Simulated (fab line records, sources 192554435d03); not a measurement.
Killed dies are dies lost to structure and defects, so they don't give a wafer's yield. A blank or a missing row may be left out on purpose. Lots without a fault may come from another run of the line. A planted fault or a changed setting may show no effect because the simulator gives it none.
Split-lot experiment | flow n5_finfet | 7 lots, 21 wafers read, on a route of 1938 steps

THE SPLIT
At N5_BEOL_M4_COAT_62 (time 60 s, resist thk 12 nm), the setting spin_rpm was moved away from the recipe's 1500 rpm on 7 of the 21 wafers read, by +4.1% to +10.6%. The other wafers ran this setting at the recipe's value.

FROM THE SPLIT TO THE READING: what the file shows between them, 5 steps
- N5_BEOL_M4_EXPOSE_08: exposes mask M4 (also split here: dose_mj)
- N5_BEOL_M4_PEB_09: peb time 60 s
- N5_BEOL_M4_DEVELOP_10: develop time 30 s
- N5_BEOL_M4_DESCUM_16: chemistry O2, time 7 s
- N5_BEOL_M4_ETCH_74: etches underlayer in N2/H2, target depth 6.5 nm, time 5.2 s

THE READING
CAR-EUV_of_BEOL_M4_COAT_05.thk_nm (the simulator's own value, which no gauge read), in nm, at N5_BEOL_M4_ETCH_63 (etches SiARC in CF4, target depth 15.6 nm, time 26 s). The file gives no usual value for it. The 14 wafers here that ran the recipe average 11.2 nm, standard deviation 0.076 nm.

wafer  | tool, chamber at the split | spin_rpm as run, rpm | against the recipe | CAR-EUV_of_BEOL_M4_COAT_05.thk_nm, nm | against lot-mates on the recipe
L076.1 | litho_track-02, 0          | 1626                 | +8.4%              | 11.6                                  | +0.4
L076.2 | litho_track-02, 0          | 1626                 | +8.4%              | 11.4                                  | +0.2
L076.5 | litho_track-02, 0          | 1500                 | recipe             | 11.2                                  | -
L080.1 | litho_track-02, 0          | 1500                 | recipe             | 11.2                                  | -
L080.3 | litho_track-02, 0          | 1500                 | recipe             | 11.2                                  | -
L080.6 | litho_track-02, 0          | 1500                 | recipe             | 11.4                                  | -
L089.3 | litho_track-01, 0          | 1500                 | recipe             | 11.2                                  | -
L089.4 | litho_track-01, 0          | 1561                 | +4.1%              | 11.6                                  | +0.4
L089.5 | litho_track-01, 0          | 1561                 | +4.1%              | 11.4                                  | +0.2
L094.1 | litho_track-01, 0          | 1500                 | recipe             | 11.2                                  | -
L094.2 | litho_track-01, 0          | 1578                 | +5.2%              | 11.6                                  | +0.4
L094.5 | litho_track-01, 0          | 1578                 | +5.2%              | 11.4                                  | +0.2
L091.2 | litho_track-02, 0          | 1500                 | recipe             | 11                                    | -
L091.4 | litho_track-02, 0          | 1500                 | recipe             | 11.2                                  | -
L091.6 | litho_track-02, 0          | 1659                 | +10.6%             | 11.6                                  | +0.5
L095.2 | litho_track-01, 0          | 1500                 | recipe             | 11.2                                  | -
L095.3 | litho_track-01, 0          | 1500                 | recipe             | 11.2                                  | -
L095.6 | litho_track-01, 0          | 1500                 | recipe             | 11.2                                  | -
L096.2 | litho_track-03, 0          | 1500                 | recipe             | 11.2                                  | -
L096.4 | litho_track-03, 0          | 1500                 | recipe             | 11.2                                  | -
L096.6 | litho_track-03, 0          | 1500                 | recipe             | 11.2                                  | -

THE FIT
A straight line over all 21 wafers: CAR-EUV_of_BEOL_M4_COAT_05.thk_nm changes by +0.0418 nm for each +1% of spin_rpm; r = +0.83; the points scatter about the line by 0.1 nm.
The same after taking each lot's own level away (the mean of its wafers on the recipe; 21 wafers): +0.0453 nm for each +1%; r = +0.87; scatter 0.09 nm.
On that fit, the largest move of spin_rpm shifts the reading by 0.48 nm.
The lots' own levels span 11.10 to 11.27 nm, that is 2.2 times the standard deviation above.
So the lot-to-lot level changes the slope little: the two slopes agree.
Check: with one of the wafers moved furthest among these (+10.6%) left out of the fit, the line predicts +0.485 nm for it against its lot-mates. It came out at +0.5 nm against them.

OTHER SPLITS ON THESE WAFERS
These wafers also went through other splits before the reading. Each is held against what the fit with the lots' levels taken away leaves over:
other split on the same wafers            | wafers away from the commonest value | r with CAR-EUV_of_BEOL_M4_COAT_05.thk_nm (lot level and that fit taken away)
N5_MOL_CONTACT_COAG_ETCH_124 source_w     | 10                                   | -0.07
N5_MOL_CONTACT_COAG_CVD_140 target_thk_a  | 6                                    | +0.17
N5_BEOL_M0_SAQP_MANDREL_ETCH_20 icp_w     | 7                                    | +0.40
N5_BEOL_M0_SAQP_SPACER1_ALD_98 ald_cycles | 7                                    | -0.08
N5_BEOL_M0_ETCH_109 bias_w                | 7                                    | +0.35
N5_BEOL_M2_COAT_67 spin_rpm               | 6                                    | +0.16
N5_BEOL_M2_COAT_76 time_s                 | 10                                   | -0.07
N5_BEOL_M2_TRENCH_ETCH_37 source_w        | 4                                    | -0.04
N5_BEOL_M4_EXPOSE_08 dose_mj              | 11                                   | +0.45

THE WHOLE CHAIN: every reading that the file lists as answering this split, in the file's order
step               | what it does                                         | reading                                                                            | change (the file's fit)                | r (the file's)
N5_BEOL_M4_COAT_62 | time 60 s, resist thk 12 nm                          | SiARC_of_BEOL_M4_COAT_62.thk_nm (the simulator's own value, which no gauge read)   | -0.0534 nm for each +1% of the setting | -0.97
N5_BEOL_M4_ETCH_63 | etches SiARC in CF4, target depth 15.6 nm, time 26 s | etch.depth_nm (the simulator's own value, which no gauge read)                     | -0.0566 nm for each +1% of the setting | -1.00
N5_BEOL_M4_ETCH_63 | etches SiARC in CF4, target depth 15.6 nm, time 26 s | CAR-EUV_of_BEOL_M4_COAT_05.thk_nm (the simulator's own value, which no gauge read) | +0.0468 nm for each +1% of the setting | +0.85

THE FILE'S OWN FIT
CAR-EUV_of_BEOL_M4_COAT_05.thk_nm changes by +0.0468 nm for each +1% of spin_rpm, r = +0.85.
